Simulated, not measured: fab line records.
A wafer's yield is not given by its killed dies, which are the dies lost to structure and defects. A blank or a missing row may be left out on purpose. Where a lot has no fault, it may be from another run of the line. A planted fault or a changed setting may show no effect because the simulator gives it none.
Matching of chambers	flow n5-finfet	rie-diel-02 running N5_DUMMY_GATE_ETCH_37: 4 sister chambers
The step etches SOC in N2/H2, target depth 60 nm, overetch 30 nm. 8 wafers are shown with their chamber, then 11 later ones without.

== WAFERS PAIRED WITH THEIR CHAMBERS ==
wafer	chamber	throttle-valve-pct (%)	showerhead-plenum-p-Torr (Torr)
L078.4	2	18.18	2.42
L080.4	2	18.20	2.41
L086.2	1	18.02	2.42
L086.5	1	18.02	2.42
L087.2	0	17.26	2.59
L087.3	3	17.70	2.44
L087.6	3	17.70	2.44
L088.1	0	17.28	2.59

== WAFERS WITHOUT THEIR CHAMBER ==
wafer	throttle-valve-pct (%)	showerhead-plenum-p-Torr (Torr)
L088.2	18.00	2.42
L088.3	17.70	2.43
L092.1	17.27	2.59
L092.3	18.04	2.42
L092.4	18.24	2.41
L094.2	18.24	2.40
L094.3	17.30	2.59
L094.5	18.24	2.40
L097.2	18.04	2.41
L097.4	17.31	2.58
L097.5	17.72	2.43

== CHAMBER TAKEN BY EACH ==
wafer	from the rows above	in truth
L088.2	1	1
L088.3	3	3
L092.1	0	0
L092.3	1	1
L092.4	2	2
L094.2	2	2
L094.3	0	0
L094.5	2	2
L097.2	1	1
L097.4	0	0
L097.5	3	3
11 of 11 placed correctly. Number that these rows cannot place: 0. Number placed wrongly: 0.
How it was worked out, from the rows above alone: a wafer's distance from a chamber is the root of the sum, over the readings, of the square of ((its reading less the chamber's mean) divided by the reading's scatter). If the next closest chamber is less than 2 further off than the closest, the wafer can't be placed; otherwise it belongs to the closest. For every chamber, the mean is computed from those of its wafers that are shown. How the scatter is found: for the shown wafers, subtract from each reading the mean of its chamber, square and add these, divide the total by (wafers less chambers), then take the root.
